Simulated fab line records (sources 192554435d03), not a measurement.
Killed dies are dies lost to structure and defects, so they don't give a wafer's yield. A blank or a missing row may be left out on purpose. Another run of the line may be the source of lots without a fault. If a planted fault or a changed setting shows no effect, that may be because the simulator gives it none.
A lot that was struck, set against a sound lot    flow n5 finfet    15 steps out of a route of 1938
Sound: wafers L739.1, L739.3, L739.5. Struck: wafer L753.3 (left out: L753.2, a lot-mate that was not struck); the cause follows at the end.
Each step with rows lists, per side, the tool, then ch with its chambers, then its first start. Under that, the readings that differ: sound wafers    struck wafers    difference of the means    sigmas: that difference in standard deviations of wafers without a fault.
alike: readings whose means differ by less than 2 such deviations, and words and numbers that are the same on both sides. not compared: withheld readings, readings that some wafer has no value for, bounds like >300 that may hide the same value, and numbers for which the record gives no deviation and whose values overlap.
The two part at a step that has a row with sigmas, a row that says differs or no value, or rows on one side only. When numbers do not overlap yet have no deviation, they are printed without sigmas and do not part them. Lack of a reading on every wafer of one side parts them only where that side has two or more wafers.

N5_FIN_CUT_OVL_MEAS_09:
  sound on overlay-01 ch 0, day 2 09:44; struck on overlay-02 ch 0, day 5 20:56
  alike: FIN_CUT_OVL
N5_FIN_CUT_INSPECT_10: inspects for defects (brightfield).
  sound: defect inspect-01 at day 2 09:47; struck: defect inspect-02 at day 5 20:59
  alike: raw defect count
N5_FIN_CUT_DESCUM_13: chemistry O2, time 7 s.
  sound on rie diel-06 ch 0,2, day 2 09:50; struck on rie diel-06 ch 0, day 5 21:01
  alike: chamber pressure mTorr, drypump motor current A, oes product au, rf vpp V, showerhead plenum p Torr, throttle valve pct
  not compared: rf hours counter h
N5_FIN_CUT_ETCH_30: etches underlayer in N2/H2, target depth 13 nm, time 10.4 s.
  sound on rie diel-06 ch 0,2, day 2 09:52; struck on rie diel-06 ch 0, day 5 21:03
reading       sound              struck  difference  sigmas
rf vpp V (V)  525.2 521.5 521.0  528.1   +5.5        +2
  alike: chamber pressure mTorr, drypump motor current A, etch rf on time s, oes product au, showerhead plenum p Torr, throttle valve pct
  not compared: rf hours counter h
then, 1 step without rows for these wafers: N5_FIN_CUT_ETCH_20 (etches SiARC in CF4, target depth 26 nm, time 43.3 s).
N5_FIN_CUT_ETCH_21: etches SOC in N2/H2, target depth 219 nm, overetch 43.8 nm, time 523.5 s.
  sound on rie diel-06 ch 0,2, day 2 09:55; struck on rie diel-06 ch 0, day 5 21:06
  alike: chamber pressure mTorr, drypump motor current A, oes product au, rf vpp V, showerhead plenum p Torr, throttle valve pct
  not compared: rf hours counter h
then, 2 steps without rows for these wafers: N5_FIN_CUT_STRIP_23 (strips in N2/H2); N5_FIN_CUT_STRIP_31 (strips in N2/H2).
N5_FIN_CUT_STRIP_24: strips in CF4.
  sound on rie diel-06 ch 0,2, day 2 10:15; struck on rie diel-06 ch 0, day 5 21:26
  alike: chamber pressure mTorr, drypump motor current A, oes product au, rf vpp V, showerhead plenum p Torr, throttle valve pct
  not compared: rf hours counter h
then, 2 steps without rows for these wafers: N5_FIN_CUT_CUT_ETCH_26 (etches SiNx in CH3F/O2, target depth 39 nm, time 55.7 s); N5_FIN_CUT_CUT_ETCH_27 (etches SiO2 in CHF3/O2, target depth 4 nm, overetch 2 nm, time 4.9 s).
N5_FIN_CUT_PRECLEAN_35: cleans in vHF, time 13.3 s.
  sound on vapor etch-01 ch 0,1, day 2 10:23; struck on vapor etch-02 ch 0, day 5 21:34
  alike: drypump motor current A
N5_FIN_CUT_CUT_ETCH_15: etches Si in HBr/Cl2/O2, target depth 100 nm, bt time 10 s, time 42.4 s.
  sound on rie si-04 ch 0,1,2, day 2 10:28; struck on rie si-05 ch 0, day 5 21:38
reading                                   sound              struck  difference  sigmas
oes product au (a.u.)                     0.981 0.982 1.008  1.080   +0.090      +5
model.FIN_CUT.feature depth nm (nm)       101 102 99.2       162.6   +61.9       
model.etch.depth nm (nm)                  101 101.9 99.23    162.6   +61.9       
model.SOC_of_FIN_CUT_COAT_18.thk nm (nm)  169.8 168.6 170    147.2   -22.3       
  alike: chamber pressure mTorr, drypump motor current A, throttle valve pct
  not compared: rf hours counter h
N5_FIN_CUT_CUT_ETCH_28: etches Si in HBr/Cl2/O2, target depth 6 nm, time 2.4 s.
  sound on rie si-04 ch 0,1,2, day 2 10:32; struck on rie si-05 ch 0, day 5 21:42
reading                                   sound            struck  difference  sigmas
model.SOC_of_FIN_CUT_COAT_18.thk nm (nm)  168 166.8 168.2  145.6   -22.1       
  alike: chamber pressure mTorr, drypump motor current A, oes product au, throttle valve pct
  not compared: rf hours counter h
then, 1 step without rows for these wafers: N5_FIN_CUT_STRIP_22 (strips in N2/H2).

## WHERE THEY PART
Last at N5_FIN_CUT_CUT_ETCH_15 as far as this record goes, first at N5_FIN_CUT_ETCH_30. Later steps at which nothing parts them and some readings are alike: N5_FIN_CUT_CUT_ETCH_28.

WHY: what the simulator had put in
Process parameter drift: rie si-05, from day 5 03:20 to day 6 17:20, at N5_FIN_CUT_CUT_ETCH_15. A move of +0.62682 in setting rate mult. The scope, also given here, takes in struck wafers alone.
